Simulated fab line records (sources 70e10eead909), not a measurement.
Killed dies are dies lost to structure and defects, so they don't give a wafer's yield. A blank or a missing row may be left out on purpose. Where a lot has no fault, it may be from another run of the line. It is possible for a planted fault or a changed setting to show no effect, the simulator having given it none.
fab line records ; flow nandHarc ; part 1 of 2: steps 1 to 24 of 30
record lots=5; wafers=15; lastDay=24
route steps=1159 shown A_STAIRCASE@559
lots untouched by any fault: they come from a run of this same line in which no faults occurred
startH: hours from the record's first day to the start of the lot's first wafer shown ; waitH: how many hours have passed since the lot's step before this one ; " identical to the entry in the row above ; L1.1+2: a row that stands for several wafers ; - no value present, or no start provided ; * or withheld: withheld ; < > ~ a bound
route shown NAME@n: NAME is a module with steps in the file, n the number in the route of the first one ; usual: the fault-free wafers' mean and standard deviation ; same: alike in all rows ; chamber/n: place in a boat ; sites: per-site readings ; _std_site: how widely they spread, as a standard deviation ; _edge_site: the outer-site mean with the inner-site mean subtracted ; radiusMm: how far each site lies from the wafer's centre ; mask NAME#n: copy n ; behind: the last tool/chamber to shape the wafer ; hold: what put the lot on hold/how long, in hours/how the hold closed ; device: which transistor (n, p or np) failed to switch ; end of line: tests run on the same wafers once the route is complete ; for a step that has no rows: nothing shown but its recipe ; killed: count of dies lost to structure and defects at first sort (not the wafer's yield) ; map: a wafer's dies, marking killed ones x, the rest . and places with no die _
set.NAME: the setting as run; set.NAME@STEP: as run at that earlier step ; model.NAME: the simulator's own value behind a step, which no gauge read
certain route steps with their lots: each step a table, each wafer a row
services: from which hour (startH, from the record's first day; less than 0 if before it) a tool's chamber was out of use, for how many hours, and why
## steps
# step NHARC_A_STAIRCASE_TRIM_22
# recipe timeS=211.2; o2FlowSccm=500; arFlowSccm=0; biasW=0; chemistry=O2
# usual drypumpMotorCurrentA=5.9/0.46; oesProductAu=1.002/0.016; rfVppV=57.8/0.91; showerheadPlenumPTorr=3.57/0.15; throttleValvePct=17.038/0.0089
lot.wafer;tool;chamber;startH;waitH;drypumpMotorCurrentA;oesProductAu;rfHoursCounterH;rfVppV;showerheadPlenumPTorr;throttleValvePct
L080.4;rieDiel-08;2;-;-;6.2;0.995;55;57.5;3.59;17.022
L080.6;rieDiel-08;0;-;-;6.2;1.033;-;57.0;3.53;17.035
L080.5;rieDiel-08;1;-;-;6.0;1.017;-;57.6;3.43;17.036
L084.2;rieDiel-08;2;-;-;6.2;1.005;60;56.8;3.58;17.050
L084.3;rieDiel-08;0;-;-;6.2;1.012;60;57.9;3.53;17.036
L084.6;rieDiel-08;2;-;-;6.3;1.008;-;58.3;3.59;17.033
L088.2;rieDiel-08;3;-;-;6.5;1.037;6;58.4;3.37;17.029
L088.4;rieDiel-08;0;-;-;6.2;1.022;6;57.3;3.52;17.029
L088.6;rieDiel-08;1;-;-;6.1;0.997;-;57.9;3.42;17.044
L090.3;rieDiel-08;2;-;-;6.3;1.015;10;58.7;3.58;17.034
L090.4;rieDiel-08;3;-;-;6.5;1.036;9;56.2;3.36;17.055
L090.5;rieDiel-08;1;-;-;6.1;0.993;-;57.7;3.42;17.021
L092.1;rieDiel-01;3;-;-;5.0;1.002;5;56.9;3.67;17.036
L092.3;rieDiel-01;0;-;-;5.9;0.997;5;59.9;3.81;17.041
L092.2;rieDiel-01;2;-;-;6.4;0.985;4;58.8;3.71;17.029
# step NHARC_A_STAIRCASE_ETCH_23
# recipe targetDepthA=1000; timeS=40.5; ionEnergyEv=400; c4f8FlowSccm=20; o2FlowSccm=10; arFlowSccm=withheld; rfW=600; biasW=1000; chemistry=C4F8/O2
# usual oesProductAu=0.949/0.019; rfVppV=897/5.4
lot.wafer;tool;chamber;startH;waitH;oesProductAu;rfHoursCounterH;rfVppV
L080.4;rieDiel-08;2;-;-;0.954;55;899
L080.5;rieDiel-08;1;-;-;0.958;-;892
L080.6;rieDiel-08;2;-;-;0.944;-;896
L084.3;rieDiel-08;1;-;-;0.968;62;892
L084.2;rieDiel-08;0;-;-;0.970;60;895
L084.6;rieDiel-08;2;-;-;0.952;-;899
L088.2;rieDiel-08;0;-;-;0.962;6;897
L088.4;rieDiel-08;3;-;-;0.986;6;890
L088.6;rieDiel-08;0;-;-;0.953;-;895
L090.3;rieDiel-08;1;-;-;0.945;10;892
L090.4;rieDiel-08;2;-;-;0.987;10;897
L090.5;rieDiel-08;0;-;-;0.965;-;896
L092.3;rieDiel-01;3;-;-;0.950;5;900
L092.2;rieDiel-01;0;-;-;0.939;5;905
L092.1;rieDiel-01;1;-;-;0.960;4;904
# step NHARC_A_STAIRCASE_TRIM_24
# recipe timeS=211.2; o2FlowSccm=500; arFlowSccm=0; biasW=0; chemistry=O2
# usual drypumpMotorCurrentA=5.9/0.46; oesProductAu=1.003/0.016; rfVppV=57.8/0.82; showerheadPlenumPTorr=3.56/0.15; throttleValvePct=17.037/0.0088
lot.wafer;tool;chamber;startH;waitH;drypumpMotorCurrentA;oesProductAu;rfHoursCounterH;rfVppV;showerheadPlenumPTorr;throttleValvePct
L080.4;rieDiel-08;1;-;-;6.1;1.016;56;57.8;3.43;17.043
L080.5;rieDiel-08;0;-;-;6.2;1.004;-;56.6;3.53;17.039
L080.6;rieDiel-08;1;-;-;6.1;1.007;-;56.6;3.43;17.037
L084.2;rieDiel-08;0;-;-;6.2;1.026;60;57.4;3.53;17.047
L084.3;rieDiel-08;1;-;-;6.1;1.008;62;58.5;3.42;17.027
L084.6;rieDiel-08;1;-;-;6.0;1.014;-;58.2;3.42;17.045
L088.2;rieDiel-08;3;-;-;6.5;1.027;6;57.9;3.37;17.038
L088.4;rieDiel-08;0;-;-;6.2;1.015;6;58.0;3.52;17.044
L088.6;rieDiel-08;2;-;-;6.3;1.011;-;58.5;3.58;17.037
L090.3;rieDiel-08;1;-;-;6.0;0.997;10;57.4;3.42;17.026
L090.4;rieDiel-08;3;-;-;6.5;1.028;9;58.2;3.36;17.044
L090.5;rieDiel-08;1;-;-;6.0;0.992;-;58.4;3.42;17.044
L092.3;rieDiel-01;2;-;-;6.3;0.992;4;59.1;3.71;17.038
L092.1;rieDiel-01;3;-;-;5.0;0.990;5;58.8;3.67;17.039
L092.2;rieDiel-01;1;-;-;5.2;0.995;4;58.1;3.77;17.059
# step NHARC_A_STAIRCASE_ETCH_25
# recipe targetDepthA=1000; timeS=40.5; ionEnergyEv=400; c4f8FlowSccm=20; o2FlowSccm=10; arFlowSccm=withheld; rfW=600; biasW=1000; chemistry=C4F8/O2
# usual oesProductAu=0.945/0.017; rfVppV=897/5.4
lot.wafer;tool;chamber;startH;waitH;oesProductAu;rfHoursCounterH;rfVppV
L080.4;rieDiel-08;0;-;-;0.948;54;896
L080.5;rieDiel-08;3;-;-;0.975;-;890
L080.6;rieDiel-08;0;-;-;0.949;-;896
L084.3;rieDiel-08;2;-;-;0.959;60;898
L084.2;rieDiel-08;3;-;-;0.981;57;890
L084.6;rieDiel-08;2;-;-;0.954;-;898
L088.4;rieDiel-08;3;-;-;0.971;6;891
L088.2;rieDiel-08;2;-;-;0.949;7;896
L088.6;rieDiel-08;0;-;-;0.966;-;896
L090.4;rieDiel-08;0;-;-;0.964;10;898
L090.3;rieDiel-08;3;-;-;0.985;9;890
L090.5;rieDiel-08;1;-;-;0.942;-;892
L092.3;rieDiel-01;3;-;-;0.940;5;900
L092.1;rieDiel-01;0;-;-;0.951;5;907
L092.2;rieDiel-01;1;-;-;0.967;4;905
# step NHARC_A_STAIRCASE_TRIM_26
# recipe timeS=211.2; o2FlowSccm=500; arFlowSccm=0; biasW=0; chemistry=O2
# usual drypumpMotorCurrentA=5.9/0.45; oesProductAu=1.004/0.015; rfVppV=57.9/0.86; showerheadPlenumPTorr=3.56/0.15; throttleValvePct=17.037/0.0086
lot.wafer;tool;chamber;startH;waitH;drypumpMotorCurrentA;oesProductAu;rfHoursCounterH;rfVppV;showerheadPlenumPTorr;throttleValvePct
L080.4;rieDiel-08;1;-;-;6.0;1.022;56;58.6;3.43;17.036
L080.5;rieDiel-08;1;-;-;6.0;1.025;-;56.9;3.43;17.038
L080.6;rieDiel-08;2;-;-;6.3;1.002;-;58.3;3.59;17.033
L084.2;rieDiel-08;1;-;-;6.0;1.010;62;58.5;3.42;17.032
L084.3;rieDiel-08;2;-;-;6.3;1.009;60;58.6;3.58;17.043
L084.6;rieDiel-08;0;-;-;6.2;1.026;-;57.5;3.53;17.044
L088.2;rieDiel-08;2;-;-;6.2;1.004;7;58.0;3.58;17.030
L088.4;rieDiel-08;3;-;-;6.5;1.025;6;59.6;3.37;17.033
L088.6;rieDiel-08;1;-;-;6.1;0.994;-;56.5;3.42;17.042
L090.3;rieDiel-08;1;-;-;6.1;1.003;10;59.0;3.42;17.024
L090.4;rieDiel-08;3;-;-;6.5;1.036;9;56.9;3.36;17.010
L090.5;rieDiel-08;2;-;-;6.3;1.017;-;57.9;3.58;17.027
L092.3;rieDiel-01;2;-;-;6.3;0.985;4;57.7;3.71;17.053
L092.1;rieDiel-01;3;-;-;5.1;0.992;5;58.2;3.67;17.048
L092.2;rieDiel-01;0;-;-;5.9;0.996;5;58.3;3.81;17.038
# step NHARC_A_STAIRCASE_ETCH_27
# recipe targetDepthA=1000; timeS=40.5; ionEnergyEv=400; c4f8FlowSccm=20; o2FlowSccm=10; arFlowSccm=withheld; rfW=600; biasW=1000; chemistry=C4F8/O2
# usual oesProductAu=0.944/0.017; rfVppV=897/5.4
lot.wafer;tool;chamber;startH;waitH;oesProductAu;rfHoursCounterH;rfVppV
L080.4;rieDiel-08;3;-;-;0.975;52;891
L080.6;rieDiel-08;2;-;-;0.942;-;899
L080.5;rieDiel-08;3;-;-;0.977;-;891
L084.3;rieDiel-08;0;-;-;0.957;60;896
L084.2;rieDiel-08;1;-;-;0.944;62;890
L084.6;rieDiel-08;0;-;-;0.953;-;897
L088.2;rieDiel-08;0;-;-;0.949;7;896
L088.4;rieDiel-08;3;-;-;0.968;6;889
L088.6;rieDiel-08;1;-;-;0.924;-;893
L090.4;rieDiel-08;2;-;-;0.949;10;898
L090.3;rieDiel-08;3;-;-;0.990;9;890
L090.5;rieDiel-08;0;-;-;0.971;-;896
L092.1;rieDiel-01;1;-;-;0.946;4;904
L092.2;rieDiel-01;3;-;-;0.943;5;900
L092.3;rieDiel-01;0;-;-;0.948;5;905
# step NHARC_A_STAIRCASE_STRIP_175
# recipe powerW=1500; tempC=250; chemistry=O2
# usual drypumpMotorCurrentA=5.63/0.28; heaterPowerW=346/45
lot.wafer;tool;chamber;startH;waitH;drypumpMotorCurrentA;heaterPowerW;rfHoursCounterH
L080.4;plasmaAsher-02;0;279.72;0.2;5.34;396;-
L080.6;plasmaAsher-02;1;279.72;0.2;6.01;313;-
L080.5;plasmaAsher-02;0;279.72;0.2;5.34;392;-
L084.2;plasmaAsher-01;0;294.69;0.1;5.74;378;4
L084.3;plasmaAsher-01;1;294.69;0.1;5.37;292;-
L084.6;plasmaAsher-01;0;294.69;0.1;5.76;393;-
L088.2;plasmaAsher-01;0;324.99;0.1;5.71;390;15
L088.4;plasmaAsher-01;0;324.99;0.1;5.71;380;-
L088.6;plasmaAsher-01;0;324.99;0.1;5.75;382;-
L090.4;plasmaAsher-02;1;333.88;0.2;6.02;313;-
L090.3;plasmaAsher-02;0;333.88;0.2;5.36;384;-
L090.5;plasmaAsher-02;1;333.88;0.2;6.00;312;-
L092.1;plasmaAsher-02;1;348.45;0.1;6.01;321;56
L092.2;plasmaAsher-02;0;348.45;0.1;5.34;397;56
L092.3;plasmaAsher-02;1;348.45;0.1;6.01;312;-
# step NHARC_A_STAIRCASE_STRIP_148
# recipe timeS=900; tempC=130; chemistry=SPM
lot.wafer;tool;chamber;startH;waitH
L080.4+5+6;wetBench-05;2,3,4;279.94;0.2
L084.6+2+3;wetBench-07;3,4,6;294.99;0.1
L088.6+2+4;wetBench-05;0,1,2;325.31;0.1
L090.3+5+4;wetBench-03;3,5,6;334.14;0.2
L092.3+1+2;wetBench-07;4,7,0;348.80;0.2
# step NHARC_A_STAIRCASE_PRECLEAN_149
# recipe timeS=*; tempC=50; bathAgeMin=0; chemistry=SC1
# usual diwFlowMLMin=1415/4.8
lot.wafer;tool;chamber;startH;waitH;diwFlowMLMin
L080.4;wetBench-05;2;-;-;1421
L080.5;wetBench-05;3;-;-;1410
L080.6;wetBench-05;4;-;-;1427
L084.6;wetBench-07;3;-;-;1406
L084.2;wetBench-07;4;-;-;1416
L084.3;wetBench-07;6;-;-;1413
L088.6;wetBench-05;0;-;-;1416
L088.2;wetBench-05;1;-;-;1416
L088.4;wetBench-05;2;-;-;1417
L090.3;wetBench-03;3;-;-;1415
L090.5;wetBench-03;5;-;-;1411
L090.4;wetBench-03;6;-;-;1406
L092.3;wetBench-07;4;-;-;1422
L092.1;wetBench-07;7;-;-;1421
L092.2;wetBench-07;0;-;-;1413
# step NHARC_A_STAIRCASE_SRD_150
lot.wafer;tool;chamber;startH;waitH
L080.4+5+6;wetBench-05;2,3,4;-;-
L084.6+2+3;wetBench-07;3,4,6;-;-
L088.6+2+4;wetBench-05;0,1,2;-;-
L090.3+5+4;wetBench-03;3,5,6;-;-
L092.3+1+2;wetBench-07;4,7,0;-;-
# step NHARC_A_STAIRCASE_DEHYDRATE_176
# recipe tempC=150; timeS=120
lot.wafer;tool;chamber;startH;waitH
L080.4+5+6;lithoTrack-05;0;280.39;-
L084.2+3+6;lithoTrack-03;0;295.46;-
L088.2+4+6;lithoTrack-03;0;325.74;-
L090.3+4+5;lithoTrack-03;0;334.58;-
L092.1+2+3;lithoTrack-05;0;349.26;-
# step NHARC_A_STAIRCASE_HMDS_177
# recipe timeS=30
lot.wafer;tool;chamber;startH;waitH
L080.4+5+6;lithoTrack-05;0;-;-
L084.2+3+6;lithoTrack-03;0;-;-
L088.2+4+6;lithoTrack-03;0;-;-
L090.3+4+5;lithoTrack-03;0;-;-
L092.1+2+3;lithoTrack-05;0;-;-
# step NHARC_A_STAIRCASE_COAT_178
# recipe spinRpm=1200
lot.wafer;tool;chamber;startH;waitH
L080.4+5+6;lithoTrack-05;0;-;-
L084.2+3+6;lithoTrack-03;0;-;-
L088.2+4+6;lithoTrack-03;0;-;-
L090.3+4+5;lithoTrack-03;0;-;-
L092.1+2+3;lithoTrack-05;0;-;-
# step NHARC_A_STAIRCASE_SOFTBAKE_179
# recipe tempC=135; timeS=170
lot.wafer;tool;chamber;startH;waitH
L080.4+5+6;lithoTrack-05;0;-;-
L084.2+3+6;lithoTrack-03;0;-;-
L088.2+4+6;lithoTrack-03;0;-;-
L090.3+4+5;lithoTrack-03;0;-;-
L092.1+2+3;lithoTrack-05;0;-;-
# step NHARC_A_STAIRCASE_EBR_180
lot.wafer;tool;chamber;startH;waitH
L080.4+5+6;lithoTrack-05;0;-;-
L084.2+3+6;lithoTrack-03;0;-;-
L088.2+4+6;lithoTrack-03;0;-;-
L090.3+4+5;lithoTrack-03;0;-;-
L092.1+2+3;lithoTrack-05;0;-;-
# step NHARC_A_STAIRCASE_EXPOSE_181
# recipe na=0.5; doseMj=27.87; maskId=STAIR_2
lot.wafer;tool;chamber;startH;waitH;mask
L080.4+5+6;krfScanner-04;0;280.73;-;STAIR_2#0
L084.2+3+6;krfScanner-04;0;295.79;-;STAIR_2#0
L088.2+4+6;krfScanner-04;0;326.08;-;STAIR_2#0
L090.3+4+5;krfScanner-04;0;334.80;-;STAIR_2#0
L092.1+2+3;krfScanner-03;0;349.59;-;STAIR_2#0
# step NHARC_A_STAIRCASE_PEB_182
# recipe pebTempC=115; pebTimeS=130
lot.wafer;tool;chamber;startH;waitH
L080.4+5+6;lithoTrack-03;0;280.78;0.0
L084.2+3+6;lithoTrack-03;0;295.86;0.1
L088.2+4+6;lithoTrack-02;0;326.14;0.1
L090.3+4+5;lithoTrack-02;0;334.86;0.1
L092.1+2+3;lithoTrack-03;0;349.66;0.1
# step NHARC_A_STAIRCASE_DEVELOP_183
# recipe timeS=140
lot.wafer;tool;chamber;startH;waitH
L080.4+5+6;lithoTrack-03;0;-;-
L084.2+3+6;lithoTrack-03;0;-;-
L088.2+4+6;lithoTrack-02;0;-;-
L090.3+4+5;lithoTrack-02;0;-;-
L092.1+2+3;lithoTrack-03;0;-;-
# step NHARC_A_STAIRCASE_HARDBAKE_185
# recipe tempC=120; timeS=140
lot.wafer;tool;chamber;startH;waitH
L080.4+5+6;lithoTrack-02;0;281.01;-
L084.2+3+6;lithoTrack-05;0;296.08;-
L088.2+4+6;lithoTrack-02;0;326.36;-
L090.3+4+5;lithoTrack-05;0;335.08;-
L092.1+2+3;lithoTrack-05;0;349.88;-
# step NHARC_A_STAIRCASE_DESCUM_186
# recipe timeS=3; o2FlowSccm=200; arFlowSccm=0; biasPowerW=0; chemistry=O2
# usual drypumpMotorCurrentA=5.9/0.45; oesProductAu=1.003/0.014; rfVppV=57.9/0.95; showerheadPlenumPTorr=1.93/0.088; throttleValvePct=11.311/0.0086
lot.wafer;tool;chamber;startH;waitH;drypumpMotorCurrentA;oesProductAu;rfHoursCounterH;rfVppV;showerheadPlenumPTorr;throttleValvePct
L080.4;rieDiel-03;2;281.10;-;5.5;0.997;18;58.9;1.97;11.319
L080.6;rieDiel-03;1;281.10;-;5.7;1.008;-;58.5;1.86;11.317
L080.5;rieDiel-03;2;281.10;-;5.5;1.009;-;59.1;1.97;11.322
L084.2;rieDiel-08;3;296.16;-;6.5;1.017;58;57.8;1.82;11.304
L084.3;rieDiel-08;0;296.16;-;6.2;1.017;60;57.6;1.91;11.319
L084.6;rieDiel-08;3;296.16;-;6.5;1.023;-;58.4;1.82;11.332
L088.2;rieDiel-03;0;326.45;-;5.7;0.997;38;56.6;1.95;11.317
L088.4;rieDiel-03;1;326.45;-;5.7;0.995;37;57.5;1.85;11.303
L088.6;rieDiel-03;1;326.45;-;5.7;1.007;-;57.9;1.85;11.304
L090.4;rieDiel-01;1;335.24;-;5.2;0.996;0;58.2;2.06;11.321
L090.3;rieDiel-01;2;335.24;-;6.4;0.977;0;57.7;2.02;11.298
L090.5;rieDiel-01;2;335.24;-;6.4;0.978;-;57.5;2.02;11.305
L092.1;rieDiel-01;0;349.97;-;5.8;0.994;6;58.8;2.07;11.311
L092.2;rieDiel-01;1;349.97;-;5.2;0.995;5;59.1;2.05;11.307
L092.3;rieDiel-01;2;349.97;-;6.3;0.977;5;58.0;2.02;11.309
# step NHARC_A_STAIRCASE_TRIM_187
# recipe timeS=211.2; o2FlowSccm=500; arFlowSccm=0; biasW=0; chemistry=O2
# usual drypumpMotorCurrentA=5.9/0.45; oesProductAu=1.004/0.015; rfVppV=57.9/0.89; showerheadPlenumPTorr=3.56/0.15; throttleValvePct=17.037/0.0091
lot.wafer;tool;chamber;startH;waitH;drypumpMotorCurrentA;oesProductAu;rfHoursCounterH;rfVppV;showerheadPlenumPTorr;throttleValvePct
L080.4;rieDiel-03;1;281.18;0.1;5.7;1.001;18;56.3;3.43;17.047
L080.6;rieDiel-03;1;281.18;0.1;5.7;1.002;-;56.7;3.43;17.033
L080.5;rieDiel-03;2;281.18;0.1;5.5;1.014;-;58.7;3.62;17.041
L084.2;rieDiel-08;3;296.25;0.1;6.5;1.027;58;56.2;3.37;17.033
L084.3;rieDiel-08;2;296.25;0.1;6.3;1.008;61;59.1;3.58;17.037
L084.6;rieDiel-08;0;296.25;0.1;6.2;1.018;-;57.7;3.53;17.031
L088.2;rieDiel-03;2;326.57;0.1;5.5;1.013;36;57.4;3.61;17.041
L088.4;rieDiel-03;3;326.57;0.1;5.6;0.993;38;57.3;3.48;17.035
L088.6;rieDiel-03;1;326.57;0.1;5.7;0.999;-;59.7;3.42;17.038
L090.3;rieDiel-01;3;335.33;0.1;5.1;0.979;0;59.2;3.67;17.034
L090.4;rieDiel-01;2;335.33;0.1;6.3;0.977;0;59.7;3.71;17.049
L090.5;rieDiel-01;0;335.33;0.1;5.8;0.992;-;58.2;3.81;17.039
L092.2;rieDiel-01;0;350.06;0.1;5.9;0.996;6;58.2;3.80;17.033
L092.3;rieDiel-01;2;350.06;0.1;6.3;0.980;5;57.4;3.71;17.026
L092.1;rieDiel-01;3;350.06;0.1;5.1;0.992;6;58.8;3.67;17.030
# step NHARC_A_STAIRCASE_ETCH_188
# recipe targetDepthA=1000; timeS=40.5; ionEnergyEv=400; c4f8FlowSccm=20; o2FlowSccm=10; arFlowSccm=withheld; rfW=600; biasW=1000; chemistry=C4F8/O2
# usual oesProductAu=0.942/0.018; rfVppV=897/5.5
lot.wafer;tool;chamber;startH;waitH;oesProductAu;rfHoursCounterH;rfVppV
L080.4;rieDiel-03;1;-;-;0.938;18;891
L080.6;rieDiel-03;0;-;-;0.967;-;898
L080.5;rieDiel-03;1;-;-;0.957;-;892
L084.2;rieDiel-08;3;-;-;0.961;58;890
L084.3;rieDiel-08;2;-;-;0.964;61;897
L084.6;rieDiel-08;3;-;-;0.959;-;889
L088.2;rieDiel-03;0;-;-;0.944;38;898
L088.4;rieDiel-03;3;-;-;0.956;38;894
L088.6;rieDiel-03;0;-;-;0.943;-;897
L090.4;rieDiel-01;2;-;-;0.906;0;902
L090.3;rieDiel-01;3;-;-;0.911;1;898
L090.5;rieDiel-01;1;-;-;0.931;-;904
L092.3;rieDiel-01;3;-;-;0.952;6;900
L092.1;rieDiel-01;0;-;-;0.939;6;907
L092.2;rieDiel-01;1;-;-;0.940;5;905
# step NHARC_A_STAIRCASE_TRIM_189
# recipe timeS=211.2; o2FlowSccm=500; arFlowSccm=0; biasW=0; chemistry=O2
# usual drypumpMotorCurrentA=5.9/0.47; oesProductAu=1.003/0.014; rfVppV=57.8/0.88; showerheadPlenumPTorr=3.56/0.15; throttleValvePct=17.037/0.0086
lot.wafer;tool;chamber;startH;waitH;drypumpMotorCurrentA;oesProductAu;rfHoursCounterH;rfVppV;showerheadPlenumPTorr;throttleValvePct
L080.4;rieDiel-03;0;-;-;5.8;1.010;19;58.9;3.60;17.063
L080.6;rieDiel-03;3;-;-;5.6;0.982;-;57.0;3.49;17.038
L080.5;rieDiel-03;0;-;-;5.8;1.010;-;58.7;3.60;17.036
L084.2;rieDiel-08;1;-;-;6.0;1.016;63;57.9;3.42;17.050
L084.3;rieDiel-08;3;-;-;6.5;1.024;58;56.9;3.37;17.042
L084.6;rieDiel-08;2;-;-;6.3;1.003;-;57.7;3.58;17.020
L088.4;rieDiel-03;0;-;-;5.7;1.005;38;58.7;3.59;17.038
L088.2;rieDiel-03;1;-;-;5.6;0.993;37;56.6;3.42;17.026
L088.6;rieDiel-03;0;-;-;5.7;1.005;-;58.4;3.59;17.031
L090.3;rieDiel-01;3;-;-;5.1;0.981;1;58.6;3.67;17.039
L090.4;rieDiel-01;0;-;-;5.8;0.998;1;57.5;3.81;17.035
L090.5;rieDiel-01;3;-;-;5.1;0.979;-;58.1;3.67;17.043
L092.2;rieDiel-01;3;-;-;5.1;0.986;6;59.2;3.67;17.034
L092.1;rieDiel-01;1;-;-;5.2;0.996;5;57.8;3.77;17.041
L092.3;rieDiel-01;2;-;-;6.3;0.978;5;58.4;3.71;17.036
# step NHARC_A_STAIRCASE_ETCH_190
# recipe targetDepthA=1000; timeS=40.5; ionEnergyEv=400; c4f8FlowSccm=20; o2FlowSccm=10; arFlowSccm=withheld; rfW=600; biasW=1000; chemistry=C4F8/O2
# usual oesProductAu=0.947/0.02; rfVppV=897/5.3
lot.wafer;tool;chamber;startH;waitH;oesProductAu;rfHoursCounterH;rfVppV
L080.4;rieDiel-03;1;-;-;0.947;18;892
L080.6;rieDiel-03;2;-;-;0.952;-;897
L080.5;rieDiel-03;3;-;-;0.935;-;896
L084.2;rieDiel-08;2;-;-;0.947;61;897
L084.3;rieDiel-08;0;-;-;0.959;61;895
L084.6;rieDiel-08;2;-;-;0.937;-;899
L088.4;rieDiel-03;1;-;-;0.934;37;892
L088.2;rieDiel-03;2;-;-;0.955;36;898
L088.6;rieDiel-03;3;-;-;0.935;-;893
L090.3;rieDiel-01;1;-;-;0.953;1;906
L090.4;rieDiel-01;3;-;-;0.928;1;901
L090.5;rieDiel-01;2;-;-;0.907;-;901
L092.1;rieDiel-01;1;-;-;0.952;5;905
L092.2;rieDiel-01;3;-;-;0.948;6;901
L092.3;rieDiel-01;0;-;-;0.941;6;905
